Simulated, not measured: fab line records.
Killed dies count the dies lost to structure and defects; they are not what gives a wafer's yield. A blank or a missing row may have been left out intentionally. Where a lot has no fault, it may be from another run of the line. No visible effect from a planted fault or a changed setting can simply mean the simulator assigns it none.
fab line records / flow nandHarc
record lots=5 wafers=15 lastDay=24
route steps=1159 shown P_GATE@185 END@1159
lots that met no fault: taken from a fault-free run of the same line
startH: hours from the record's first day to the start of the lot's first wafer shown / waitH: time in hours since the lot's previous step / " repeats the value in the row above / L1.1+2: several wafers, shown together as one row / - value missing, or start not given / * or withheld: withheld / < > ~ a bound
route shown NAME@n: a module of which the file shows steps, and the number in the route of the first / usual: average and standard deviation across the fault-free wafers / same: alike in all rows / chamber/n: place in a boat / sites: each site's reading / _std_site: their standard deviation / _edge_site: mean of outer sites minus mean of inner sites / radiusMm: how far each site lies from the wafer's centre / mask NAME#n: copy n / behind: the tool/chamber that last shaped the wafer / hold: what put the lot on hold/how long, in hours/how the hold closed / device: which transistor (n, p or np) failed to switch / end of line: the route-end tests of the same wafers / for a step that has no rows: nothing shown but its recipe / killed: count of dies lost to structure and defects at first sort (not the wafer's yield) / map: a wafer's dies, x killed, . not, _ none there
set.NAME: setting as actually run; set.NAME@STEP: the setting as run at that earlier step / model.NAME: the simulator's own value behind a step, which no gauge read
certain route steps with their lots: each step a table, each wafer a row
services: a tool's chamber out of use, with start hour (startH, from the record's first day; less than 0 if before it), hours out, and reason
## steps
# step NHARC_P_GATE_CD_MEAS_59
# recipe targetCdNm=720 landingEnergyEv=500
# usual cdNm=720.7/1.6
# same landingEnergyEv=500
lot.wafer=L806.3 tool=cdSem-03 chamber=0 startH=117.08 waitH=- cdNm=719.2
lot.wafer=L806.5 tool=cdSem-03 chamber=0 startH=117.08 waitH=- cdNm=718.6
lot.wafer=L806.6 tool=cdSem-03 chamber=0 startH=117.08 waitH=- cdNm=720.6
lot.wafer=L813.2 tool=cdSem-01 chamber=0 startH=156.89 waitH=- cdNm=719.9
lot.wafer=L813.3 tool=cdSem-01 chamber=0 startH=156.89 waitH=- cdNm=722.1
lot.wafer=L813.6 tool=cdSem-01 chamber=0 startH=156.89 waitH=- cdNm=723.0
lot.wafer=L826.1 tool=cdSem-02 chamber=0 startH=225.08 waitH=- cdNm=719.7
lot.wafer=L826.3 tool=cdSem-02 chamber=0 startH=225.08 waitH=- cdNm=722.4
lot.wafer=L826.4 tool=cdSem-02 chamber=0 startH=225.08 waitH=- cdNm=722.9
lot.wafer=L827.1 tool=cdSem-03 chamber=0 startH=236.80 waitH=- cdNm=720.2
lot.wafer=L827.2 tool=cdSem-03 chamber=0 startH=236.80 waitH=- cdNm=717.3
lot.wafer=L827.4 tool=cdSem-03 chamber=0 startH=236.80 waitH=- cdNm=719.1
lot.wafer=L828.3 tool=cdSem-02 chamber=0 startH=241.00 waitH=- cdNm=718.0
lot.wafer=L828.5 tool=cdSem-02 chamber=0 startH=241.00 waitH=- cdNm=722.4
lot.wafer=L828.6 tool=cdSem-02 chamber=0 startH=241.00 waitH=- cdNm=721.6
# step NHARC_P_GATE_HARDBAKE_60
# recipe tempC=125 timeS=80
# step NHARC_P_GATE_DESCUM_61
# recipe timeS=3 o2FlowSccm=200 arFlowSccm=0 biasPowerW=0 chemistry=O2
# usual drypumpMotorCurrentA=5.7/0.45 o2FlowSccm=200.0/0.56 oesProductAu=0.996/0.0081 rfVppV=57.9/0.77 showerheadPlenumPTorr=1.90/0.1 throttleValvePct=11.309/0.0083
lot.wafer=L806.3 tool=rieDiel-11 chamber=3 startH=117.24 waitH=- drypumpMotorCurrentA=5.5 o2FlowSccm=200.4 oesProductAu=0.991 rfHoursCounterH=36 rfVppV=58.3 showerheadPlenumPTorr=1.99 throttleValvePct=11.307
lot.wafer=L806.6 tool=rieDiel-11 chamber=2 startH=117.24 waitH=- drypumpMotorCurrentA=5.9 o2FlowSccm=199.5 oesProductAu=1.004 rfHoursCounterH=- rfVppV=58.0 showerheadPlenumPTorr=1.78 throttleValvePct=11.312
lot.wafer=L806.5 tool=rieDiel-11 chamber=3 startH=117.24 waitH=- drypumpMotorCurrentA=5.5 o2FlowSccm=199.7 oesProductAu=0.982 rfHoursCounterH=- rfVppV=59.0 showerheadPlenumPTorr=1.99 throttleValvePct=11.311
lot.wafer=L813.3 tool=rieDiel-11 chamber=2 startH=157.05 waitH=- drypumpMotorCurrentA=5.9 o2FlowSccm=199.5 oesProductAu=0.996 rfHoursCounterH=49 rfVppV=57.5 showerheadPlenumPTorr=1.77 throttleValvePct=11.321
lot.wafer=L813.2 tool=rieDiel-11 chamber=0 startH=157.05 waitH=- drypumpMotorCurrentA=6.5 o2FlowSccm=200.1 oesProductAu=0.996 rfHoursCounterH=43 rfVppV=57.6 showerheadPlenumPTorr=1.77 throttleValvePct=11.292
lot.wafer=L813.6 tool=rieDiel-11 chamber=2 startH=157.05 waitH=- drypumpMotorCurrentA=5.9 o2FlowSccm=199.7 oesProductAu=0.993 rfHoursCounterH=- rfVppV=56.7 showerheadPlenumPTorr=1.77 throttleValvePct=11.309
lot.wafer=L826.4 tool=rieDiel-06 chamber=0 startH=225.24 waitH=- drypumpMotorCurrentA=5.5 o2FlowSccm=199.7 oesProductAu=0.988 rfHoursCounterH=28 rfVppV=56.9 showerheadPlenumPTorr=1.77 throttleValvePct=11.314
lot.wafer=L826.1 tool=rieDiel-06 chamber=2 startH=225.24 waitH=- drypumpMotorCurrentA=5.3 o2FlowSccm=200.7 oesProductAu=1.000 rfHoursCounterH=29 rfVppV=58.5 showerheadPlenumPTorr=2.05 throttleValvePct=11.307
lot.wafer=L826.3 tool=rieDiel-06 chamber=3 startH=225.24 waitH=- drypumpMotorCurrentA=6.4 o2FlowSccm=199.7 oesProductAu=0.999 rfHoursCounterH=31 rfVppV=58.1 showerheadPlenumPTorr=1.90 throttleValvePct=11.293
lot.wafer=L827.4 tool=rieDiel-06 chamber=2 startH=236.96 waitH=- drypumpMotorCurrentA=5.3 o2FlowSccm=199.9 oesProductAu=1.006 rfHoursCounterH=30 rfVppV=58.1 showerheadPlenumPTorr=2.05 throttleValvePct=11.303
lot.wafer=L827.1 tool=rieDiel-06 chamber=0 startH=236.96 waitH=- drypumpMotorCurrentA=5.5 o2FlowSccm=200.7 oesProductAu=1.004 rfHoursCounterH=29 rfVppV=58.8 showerheadPlenumPTorr=1.77 throttleValvePct=11.308
lot.wafer=L827.2 tool=rieDiel-06 chamber=1 startH=236.96 waitH=- drypumpMotorCurrentA=5.4 o2FlowSccm=200.4 oesProductAu=0.996 rfHoursCounterH=30 rfVppV=58.4 showerheadPlenumPTorr=1.93 throttleValvePct=11.322
lot.wafer=L828.3 tool=rieDiel-11 chamber=0 startH=241.17 waitH=- drypumpMotorCurrentA=6.5 o2FlowSccm=199.7 oesProductAu=1.000 rfHoursCounterH=15 rfVppV=58.3 showerheadPlenumPTorr=2.07 throttleValvePct=11.311
lot.wafer=L828.5 tool=rieDiel-11 chamber=0 startH=241.17 waitH=- drypumpMotorCurrentA=6.5 o2FlowSccm=199.4 oesProductAu=0.990 rfHoursCounterH=- rfVppV=59.5 showerheadPlenumPTorr=2.07 throttleValvePct=11.309
lot.wafer=L828.6 tool=rieDiel-11 chamber=1 startH=241.17 waitH=- drypumpMotorCurrentA=5.9 o2FlowSccm=199.9 oesProductAu=1.007 rfHoursCounterH=- rfVppV=58.0 showerheadPlenumPTorr=1.81 throttleValvePct=11.308
# step NHARC_P_GATE_IMPLANT_62
# recipe energyKev=20 doseCm2=3e+15 tiltDeg=7
# step NHARC_P_GATE_STRIP_112
# recipe powerW=1500 tempC=110 timeS=200 chemistry=N2/H2
# usual drypumpMotorCurrentA=5.6/0.42 heaterPowerW=82/11
lot.wafer=L806.3 tool=plasmaAsher-01 chamber=0 startH=117.73 waitH=0.3 drypumpMotorCurrentA=5.1 heaterPowerW=69 rfHoursCounterH=-
lot.wafer=L806.5 tool=plasmaAsher-01 chamber=1 startH=117.73 waitH=0.3 drypumpMotorCurrentA=6.1 heaterPowerW=99 rfHoursCounterH=-
lot.wafer=L806.6 tool=plasmaAsher-01 chamber=0 startH=117.73 waitH=0.3 drypumpMotorCurrentA=5.1 heaterPowerW=71 rfHoursCounterH=-
lot.wafer=L813.2 tool=plasmaAsher-01 chamber=0 startH=157.72 waitH=0.5 drypumpMotorCurrentA=5.1 heaterPowerW=68 rfHoursCounterH=15
lot.wafer=L813.3 tool=plasmaAsher-01 chamber=1 startH=157.72 waitH=0.5 drypumpMotorCurrentA=6.2 heaterPowerW=99 rfHoursCounterH=-
lot.wafer=L813.6 tool=plasmaAsher-01 chamber=1 startH=157.72 waitH=0.5 drypumpMotorCurrentA=6.1 heaterPowerW=101 rfHoursCounterH=-
lot.wafer=L826.1 tool=plasmaAsher-02 chamber=1 startH=225.65 waitH=0.2 drypumpMotorCurrentA=5.8 heaterPowerW=85 rfHoursCounterH=11
lot.wafer=L826.3 tool=plasmaAsher-02 chamber=0 startH=225.65 waitH=0.2 drypumpMotorCurrentA=5.3 heaterPowerW=77 rfHoursCounterH=-
lot.wafer=L826.4 tool=plasmaAsher-02 chamber=1 startH=225.65 waitH=0.2 drypumpMotorCurrentA=5.8 heaterPowerW=83 rfHoursCounterH=-
lot.wafer=L827.2 tool=plasmaAsher-01 chamber=0 startH=237.33 waitH=0.2 drypumpMotorCurrentA=5.1 heaterPowerW=69 rfHoursCounterH=43
lot.wafer=L827.1 tool=plasmaAsher-01 chamber=1 startH=237.33 waitH=0.2 drypumpMotorCurrentA=6.1 heaterPowerW=99 rfHoursCounterH=43
lot.wafer=L827.4 tool=plasmaAsher-01 chamber=1 startH=237.33 waitH=0.2 drypumpMotorCurrentA=6.2 heaterPowerW=99 rfHoursCounterH=-
lot.wafer=L828.3 tool=plasmaAsher-02 chamber=0 startH=241.64 waitH=0.2 drypumpMotorCurrentA=5.3 heaterPowerW=78 rfHoursCounterH=-
lot.wafer=L828.6 tool=plasmaAsher-02 chamber=0 startH=241.64 waitH=0.2 drypumpMotorCurrentA=5.3 heaterPowerW=78 rfHoursCounterH=-
lot.wafer=L828.5 tool=plasmaAsher-02 chamber=1 startH=241.64 waitH=0.2 drypumpMotorCurrentA=5.8 heaterPowerW=82 rfHoursCounterH=-
# step NHARC_P_GATE_STRIP_76
# recipe powerW=1500 tempC=250 chemistry=O2
# usual drypumpMotorCurrentA=5.6/0.42 heaterPowerW=308/41
lot.wafer=L806.3 tool=plasmaAsher-01 chamber=0 startH=117.90 waitH=0.1 drypumpMotorCurrentA=5.1 heaterPowerW=253 rfHoursCounterH=-
lot.wafer=L806.5 tool=plasmaAsher-01 chamber=1 startH=117.90 waitH=0.1 drypumpMotorCurrentA=6.1 heaterPowerW=363 rfHoursCounterH=-
lot.wafer=L806.6 tool=plasmaAsher-01 chamber=0 startH=117.90 waitH=0.1 drypumpMotorCurrentA=5.1 heaterPowerW=260 rfHoursCounterH=-
lot.wafer=L813.2 tool=plasmaAsher-01 chamber=0 startH=157.98 waitH=0.2 drypumpMotorCurrentA=5.1 heaterPowerW=263 rfHoursCounterH=16
lot.wafer=L813.3 tool=plasmaAsher-01 chamber=1 startH=157.98 waitH=0.2 drypumpMotorCurrentA=6.2 heaterPowerW=376 rfHoursCounterH=-
lot.wafer=L813.6 tool=plasmaAsher-01 chamber=1 startH=157.98 waitH=0.2 drypumpMotorCurrentA=6.1 heaterPowerW=363 rfHoursCounterH=-
lot.wafer=L826.1 tool=plasmaAsher-02 chamber=1 startH=225.88 waitH=0.2 drypumpMotorCurrentA=5.8 heaterPowerW=309 rfHoursCounterH=11
lot.wafer=L826.3 tool=plasmaAsher-02 chamber=0 startH=225.88 waitH=0.2 drypumpMotorCurrentA=5.3 heaterPowerW=292 rfHoursCounterH=-
lot.wafer=L826.4 tool=plasmaAsher-02 chamber=1 startH=225.88 waitH=0.2 drypumpMotorCurrentA=5.9 heaterPowerW=306 rfHoursCounterH=-
lot.wafer=L827.2 tool=plasmaAsher-01 chamber=0 startH=237.60 waitH=0.2 drypumpMotorCurrentA=5.1 heaterPowerW=257 rfHoursCounterH=44
lot.wafer=L827.1 tool=plasmaAsher-01 chamber=1 startH=237.60 waitH=0.2 drypumpMotorCurrentA=6.2 heaterPowerW=365 rfHoursCounterH=44
lot.wafer=L827.4 tool=plasmaAsher-01 chamber=1 startH=237.60 waitH=0.2 drypumpMotorCurrentA=6.1 heaterPowerW=381 rfHoursCounterH=-
lot.wafer=L828.3 tool=plasmaAsher-02 chamber=0 startH=241.84 waitH=0.2 drypumpMotorCurrentA=5.3 heaterPowerW=294 rfHoursCounterH=-
lot.wafer=L828.6 tool=plasmaAsher-02 chamber=0 startH=241.84 waitH=0.2 drypumpMotorCurrentA=5.3 heaterPowerW=289 rfHoursCounterH=-
lot.wafer=L828.5 tool=plasmaAsher-02 chamber=1 startH=241.84 waitH=0.2 drypumpMotorCurrentA=5.9 heaterPowerW=309 rfHoursCounterH=-
# step NHARC_P_GATE_STRIP_63
# recipe timeS=900 tempC=130 chemistry=SPM
# step NHARC_P_GATE_DEHYDRATE_83
# recipe tempC=150 timeS=120
# step NHARC_P_GATE_HMDS_84
# recipe timeS=30
# step NHARC_P_GATE_COAT_85
# recipe spinRpm=3000
# step NHARC_P_GATE_SOFTBAKE_86
# recipe tempC=122 timeS=95
# step NHARC_P_GATE_EBR_87
# step NHARC_P_GATE_EXPOSE_88
# recipe na=0.6 targetCdNm=2000 doseMj=11.87 maskId=P_HVN
# usual stageVelMmS=499.94/0.22
lot.wafer=L806.3 tool=krfScanner-01 chamber=0 startH=118.64 waitH=- mask=P_HVN#0 stageVelMmS=500.19
lot.wafer=L806.5 tool=krfScanner-01 chamber=0 startH=118.64 waitH=- mask=P_HVN#0 stageVelMmS=500.19
lot.wafer=L806.6 tool=krfScanner-01 chamber=0 startH=118.64 waitH=- mask=P_HVN#0 stageVelMmS=499.72
lot.wafer=L813.2 tool=krfScanner-04 chamber=0 startH=158.75 waitH=- mask=P_HVN_R1#0 stageVelMmS=499.84
lot.wafer=L813.3 tool=krfScanner-04 chamber=0 startH=158.75 waitH=- mask=P_HVN_R1#0 stageVelMmS=500.18
lot.wafer=L813.6 tool=krfScanner-04 chamber=0 startH=158.75 waitH=- mask=P_HVN_R1#0 stageVelMmS=499.84
lot.wafer=L826.1 tool=krfScanner-04 chamber=0 startH=226.63 waitH=- mask=P_HVN#0 stageVelMmS=499.80
lot.wafer=L826.3 tool=krfScanner-04 chamber=0 startH=226.63 waitH=- mask=P_HVN#0 stageVelMmS=499.96
lot.wafer=L826.4 tool=krfScanner-04 chamber=0 startH=226.63 waitH=- mask=P_HVN#0 stageVelMmS=499.53
lot.wafer=L827.1 tool=krfScanner-02 chamber=0 startH=238.38 waitH=- mask=P_HVN#0 stageVelMmS=499.88
lot.wafer=L827.2 tool=krfScanner-02 chamber=0 startH=238.38 waitH=- mask=P_HVN#0 stageVelMmS=499.64
lot.wafer=L827.4 tool=krfScanner-02 chamber=0 startH=238.38 waitH=- mask=P_HVN#0 stageVelMmS=500.14
lot.wafer=L828.3 tool=krfScanner-04 chamber=0 startH=242.59 waitH=- mask=P_HVN#0 stageVelMmS=499.53
lot.wafer=L828.5 tool=krfScanner-04 chamber=0 startH=242.59 waitH=- mask=P_HVN#0 stageVelMmS=499.62
lot.wafer=L828.6 tool=krfScanner-04 chamber=0 startH=242.59 waitH=- mask=P_HVN#0 stageVelMmS=499.48
# step NHARC_P_GATE_PEB_89
# recipe pebTempC=118 pebTimeS=85
# step NHARC_P_GATE_DEVELOP_90
# recipe timeS=70
# step NHARC_P_GATE_CD_MEAS_91
# recipe targetCdNm=2000 landingEnergyEv=500
# usual cdNm=2000.5/1.6
# same landingEnergyEv=500
lot.wafer=L806.3 tool=cdSem-01 chamber=0 startH=118.79 waitH=- cdNm=2000.3
lot.wafer=L806.5 tool=cdSem-01 chamber=0 startH=118.79 waitH=- cdNm=1999.5
lot.wafer=L806.6 tool=cdSem-01 chamber=0 startH=118.79 waitH=- cdNm=2001.2
lot.wafer=L813.2 tool=cdSem-01 chamber=0 startH=158.90 waitH=- cdNm=1927.9
lot.wafer=L813.3 tool=cdSem-01 chamber=0 startH=158.90 waitH=- cdNm=1926.4
lot.wafer=L813.6 tool=cdSem-01 chamber=0 startH=158.90 waitH=- cdNm=1925.6
lot.wafer=L826.1 tool=cdSem-01 chamber=0 startH=226.79 waitH=- cdNm=2001.2
lot.wafer=L826.3 tool=cdSem-01 chamber=0 startH=226.79 waitH=- cdNm=2002.7
lot.wafer=L826.4 tool=cdSem-01 chamber=0 startH=226.79 waitH=- cdNm=2000.2
lot.wafer=L827.1 tool=cdSem-02 chamber=0 startH=238.53 waitH=- cdNm=2001.3
lot.wafer=L827.2 tool=cdSem-02 chamber=0 startH=238.53 waitH=- cdNm=1999.8
lot.wafer=L827.4 tool=cdSem-02 chamber=0 startH=238.53 waitH=- cdNm=1999.7
lot.wafer=L828.3 tool=cdSem-03 chamber=0 startH=242.75 waitH=- cdNm=2000.9
lot.wafer=L828.5 tool=cdSem-03 chamber=0 startH=242.75 waitH=- cdNm=1999.2
lot.wafer=L828.6 tool=cdSem-03 chamber=0 startH=242.75 waitH=- cdNm=2000.5
# step NHARC_P_GATE_HARDBAKE_92
# recipe tempC=125 timeS=80
# step NHARC_P_GATE_DESCUM_93
# recipe timeS=3 o2FlowSccm=200 arFlowSccm=0 biasPowerW=0 chemistry=O2
# usual drypumpMotorCurrentA=5.7/0.45 o2FlowSccm=200.0/0.61 oesProductAu=0.995/0.0083 rfVppV=57.7/0.94 showerheadPlenumPTorr=1.91/0.099 throttleValvePct=11.311/0.0094
lot.wafer=L806.3 tool=rieDiel-09 chamber=1 startH=118.97 waitH=- drypumpMotorCurrentA=4.7 o2FlowSccm=199.1 oesProductAu=1.002 rfHoursCounterH=8 rfVppV=59.2 showerheadPlenumPTorr=2.02 throttleValvePct=11.312 model.P_GATE.cdNm=2001
lot.wafer=L806.6 tool=rieDiel-09 chamber=3 startH=118.97 waitH=- drypumpMotorCurrentA=5.7 o2FlowSccm=200.1 oesProductAu=1.007 rfHoursCounterH=- rfVppV=57.5 showerheadPlenumPTorr=1.82 throttleValvePct=11.313 model.P_GATE.cdNm=2001
lot.wafer=L806.5 tool=rieDiel-09 chamber=0 startH=118.97 waitH=- drypumpMotorCurrentA=5.4 o2FlowSccm=200.4 oesProductAu=0.990 rfHoursCounterH=- rfVppV=57.9 showerheadPlenumPTorr=1.89 throttleValvePct=11.322 model.P_GATE.cdNm=2000
lot.wafer=L813.2 tool=rieDiel-09 chamber=3 startH=159.06 waitH=- drypumpMotorCurrentA=5.7 o2FlowSccm=199.7 oesProductAu=1.001 rfHoursCounterH=25 rfVppV=58.8 showerheadPlenumPTorr=1.81 throttleValvePct=11.334 model.P_GATE.cdNm=1928
lot.wafer=L813.3 tool=rieDiel-09 chamber=2 startH=159.06 waitH=- drypumpMotorCurrentA=5.5 o2FlowSccm=199.9 oesProductAu=1.011 rfHoursCounterH=26 rfVppV=57.7 showerheadPlenumPTorr=1.93 throttleValvePct=11.312 model.P_GATE.cdNm=1927
lot.wafer=L813.6 tool=rieDiel-09 chamber=3 startH=159.06 waitH=- drypumpMotorCurrentA=5.7 o2FlowSccm=200.1 oesProductAu=0.999 rfHoursCounterH=- rfVppV=58.8 showerheadPlenumPTorr=1.81 throttleValvePct=11.310 model.P_GATE.cdNm=1926
lot.wafer=L826.1 tool=rieDiel-06 chamber=0 startH=226.95 waitH=- drypumpMotorCurrentA=5.5 o2FlowSccm=200.2 oesProductAu=0.981 rfHoursCounterH=28 rfVppV=57.1 showerheadPlenumPTorr=1.77 throttleValvePct=11.317 model.P_GATE.cdNm=2000
lot.wafer=L826.3 tool=rieDiel-06 chamber=1 startH=226.95 waitH=- drypumpMotorCurrentA=5.4 o2FlowSccm=200.6 oesProductAu=1.004 rfHoursCounterH=29 rfVppV=58.8 showerheadPlenumPTorr=1.93 throttleValvePct=11.308 model.P_GATE.cdNm=2002
lot.wafer=L826.4 tool=rieDiel-06 chamber=2 startH=226.95 waitH=- drypumpMotorCurrentA=5.3 o2FlowSccm=199.8 oesProductAu=1.005 rfHoursCounterH=29 rfVppV=59.4 showerheadPlenumPTorr=2.05 throttleValvePct=11.289 model.P_GATE.cdNm=2000
lot.wafer=L827.4 tool=rieDiel-11 chamber=3 startH=238.71 waitH=- drypumpMotorCurrentA=5.5 o2FlowSccm=200.7 oesProductAu=0.998 rfHoursCounterH=8 rfVppV=56.2 showerheadPlenumPTorr=1.97 throttleValvePct=11.323 model.P_GATE.cdNm=2001
lot.wafer=L827.2 tool=rieDiel-11 chamber=0 startH=238.71 waitH=- drypumpMotorCurrentA=6.5 o2FlowSccm=199.9 oesProductAu=0.970 rfHoursCounterH=14 rfVppV=58.3 showerheadPlenumPTorr=2.07 throttleValvePct=11.303 model.P_GATE.cdNm=1999
lot.wafer=L827.1 tool=rieDiel-11 chamber=1 startH=238.71 waitH=- drypumpMotorCurrentA=5.9 o2FlowSccm=199.2 oesProductAu=1.002 rfHoursCounterH=15 rfVppV=56.8 showerheadPlenumPTorr=1.81 throttleValvePct=11.302 model.P_GATE.cdNm=2002
lot.wafer=L828.3 tool=rieDiel-11 chamber=3 startH=242.91 waitH=- drypumpMotorCurrentA=5.5 o2FlowSccm=201.0 oesProductAu=1.004 rfHoursCounterH=8 rfVppV=57.3 showerheadPlenumPTorr=1.98 throttleValvePct=11.313 model.P_GATE.cdNm=2001
lot.wafer=L828.6 tool=rieDiel-11 chamber=2 startH=242.91 waitH=- drypumpMotorCurrentA=5.9 o2FlowSccm=199.9 oesProductAu=0.989 rfHoursCounterH=- rfVppV=59.2 showerheadPlenumPTorr=2.07 throttleValvePct=11.307 model.P_GATE.cdNm=2001
lot.wafer=L828.5 tool=rieDiel-11 chamber=3 startH=242.91 waitH=- drypumpMotorCurrentA=5.5 o2FlowSccm=201.4 oesProductAu=1.002 rfHoursCounterH=- rfVppV=57.9 showerheadPlenumPTorr=1.97 throttleValvePct=11.307 model.P_GATE.cdNm=2000
# step NHARC_P_GATE_IMPLANT_94
# recipe energyKev=60 doseCm2=2e+15 tiltDeg=7
# step NHARC_END_SORT_01
# recipe tempC=25
# usual killedAtArray=29/11 killedAtOther=0.7/1.1 killedAtPeriphery=2.9/2.2 killedDies=33/11 killedOpen=3.1/1.8 killedShort=1.9/1.4
# same grossDies=677
lot.wafer=L813.2 tool=prober-01 chamber=0 startH=489.95 waitH=2.8 killedAtArray=25 killedAtOther=1 killedAtPeriphery=3 killedDies=29 killedOpen=9 killedShort=3
lot.wafer=L813.3 tool=prober-01 chamber=0 startH=490.74 waitH=3.1 killedAtArray=22 killedAtOther=1 killedAtPeriphery=3 killedDies=26 killedOpen=4 killedShort=2
lot.wafer=L813.6 tool=prober-01 chamber=0 startH=493.10 waitH=3.9 killedAtArray=29 killedAtOther=0 killedAtPeriphery=5 killedDies=34 killedOpen=6 killedShort=2
lot.wafer=L826.1 tool=prober-02 chamber=0 startH=555.24 waitH=2.5 killedAtArray=12 killedAtOther=0 killedAtPeriphery=6 killedDies=18 killedOpen=4 killedShort=0
lot.wafer=L826.3 tool=prober-02 chamber=0 startH=556.84 waitH=3.1 killedAtArray=23 killedAtOther=0 killedAtPeriphery=1 killedDies=24 killedOpen=1 killedShort=1
lot.wafer=L826.4 tool=prober-02 chamber=0 startH=557.64 waitH=3.4 killedAtArray=21 killedAtOther=0 killedAtPeriphery=5 killedDies=26 killedOpen=3 killedShort=3
# killed by level:class
L813.2 A_CHANNEL_HOLE_D1:chamberFilmFlake=10 A_M0:geometricParticle:open=3 A_CONTACT:chamberFilmFlake=3 A_SOURCE_PLATE:geometricParticle:open=2 A_WL_FILL:geometricParticle:short=2 A_CONTACT:geometricParticle:open=2 P_ZERO_WELL:chamberFilmFlake=2 A_STAIRCASE:chamberFilmFlake=2
L813.3 A_CHANNEL_HOLE_D1:chamberFilmFlake=11 A_CONTACT:chamberFilmFlake=4 A_STAIRCASE:chamberFilmFlake=3 P_STI:geometricParticle:open=1 P_M0:geometricParticle:open=1 A_SOURCE_PLATE:geometricParticle:short=1 A_ONON_D1:geometricParticle:open=1 A_CONTACT:geometricParticle:short=1
L813.6 A_CHANNEL_HOLE_D1:chamberFilmFlake=23 P_GATE:geometricParticle:open=2 A_CONTACT:chamberFilmFlake=2 P_CONTACT:geometricParticle:open=1 P_CONTACT:geometricParticle:short=1 A_ONON_D1:geometricParticle:open=1 A_CHANNEL_FILL_D1:geometricParticle:open=1 A_CHANNEL_FILL_D1:geometricParticle:short=1
L826.1 A_CONTACT:chamberFilmFlake=5 P_M0:chamberFilmFlake=2 A_CHANNEL_HOLE_D1:chamberFilmFlake=2 P_CONTACT:geometricParticle:open=1 P_M0:geometricParticle:open=1 P_M2:geometricParticle:open=1 A_CHANNEL_HOLE_D1:geometricParticle:open=1 P_GATE:chamberFilmFlake=1
L826.3 A_CHANNEL_HOLE_D1:chamberFilmFlake=5 A_CHANNEL_FILL_D1:chamberFilmFlake=4 A_WL_FILL:chamberFilmFlake=3 A_CONTACT:chamberFilmFlake=3 A_M1:chamberFilmFlake=3 A_SLIT:chamberFilmFlake=2 A_ONON_D1:geometricParticle:short=1 A_ONON_D1:geometricParticle:open=1
L826.4 A_CHANNEL_HOLE_D1:chamberFilmFlake=8 A_STAIRCASE:chamberFilmFlake=4 A_M1:chamberFilmFlake=3 A_WL_FILL:geometricParticle:open=2 P_STI:chamberFilmFlake=2 P_CONTACT:geometricParticle:short=1 P_M0:geometricParticle:short=1 A_SGD_CUT:geometricParticle:short=1
## services
tool=plasmaAsher-01 chamber=- startH=99.00 hours=9.0 kind=pm
tool=plasmaAsher-01 chamber=0 startH=99.00 hours=9.0 kind=ventCycle
tool=plasmaAsher-01 chamber=1 startH=99.00 hours=9.0 kind=ventCycle
tool=krfScanner-01 chamber=- startH=103.81 hours=1.0 kind=repair
tool=rieDiel-06 chamber=0 startH=105.37 hours=14.6 kind=repair
tool=plasmaAsher-01 chamber=0 startH=108.00 hours=- kind=clean
tool=krfScanner-04 chamber=- startH=108.34 hours=18.4 kind=repair
tool=krfScanner-01 chamber=- startH=127.72 hours=4.4 kind=repair
tool=krfScanner-01 chamber=- startH=134.09 hours=2.3 kind=repair
tool=plasmaAsher-01 chamber=- startH=140.72 hours=6.7 kind=repair
tool=krfScanner-02 chamber=- startH=159.96 hours=4.6 kind=repair
tool=plasmaAsher-02 chamber=- startH=162.79 hours=7.9 kind=repair
tool=rieDiel-11 chamber=3 startH=170.06 hours=4.1 kind=repair
tool=rieDiel-11 chamber=2 startH=178.22 hours=28.1 kind=repair
tool=rieDiel-11 chamber=- startH=189.57 hours=9.0 kind=pm
tool=plasmaAsher-02 chamber=- startH=189.65 hours=9.0 kind=pm
tool=rieDiel-09 chamber=0 startH=195.54 hours=6.6 kind=repair
tool=rieDiel-09 chamber=2 startH=206.77 hours=3.1 kind=repair
tool=krfScanner-02 chamber=- startH=210.00 hours=4.0 kind=pm
tool=krfScanner-01 chamber=- startH=212.28 hours=0.2 kind=repair
tool=rieDiel-11 chamber=2 startH=215.98 hours=7.2 kind=repair
tool=rieDiel-06 chamber=- startH=221.35 hours=1.5 kind=repair
tool=rieDiel-11 chamber=3 startH=222.43 hours=15.8 kind=repair
tool=rieDiel-06 chamber=- startH=241.20 hours=9.0 kind=pm
## key
firstSign step=NHARC_P_GATE_EXPOSE_88 reading=mask direction=changed
effect step=NHARC_P_GATE_CD_MEAS_91 reading=cdNm direction=down sigmas=45 usual=2000.5 struck=1926.7
modelEffect step=NHARC_P_GATE_DESCUM_93 value=P_GATE.cdNm without=1997 struck=1927
metAt NHARC_P_GATE_EXPOSE_88
struckWafers L813.2,L813.3,L813.6
testerLeftOut L813
fault kind=wrongMask tool=any chamber=- onsetH=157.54 steps=NHARC_P_GATE_EXPOSE_88 auxCopy=P_HVN_R1#0 cdOffsetNm=-70.708 scope=struckLotsOnly
# testerLeftOut: of these lots the tester's yield and bins aren't shown, on N5 and GAA mostly nor the transistor test; their killed dies are dies lost to structure and defects alone, not to doping, threshold or leakage, so they don't give the yield
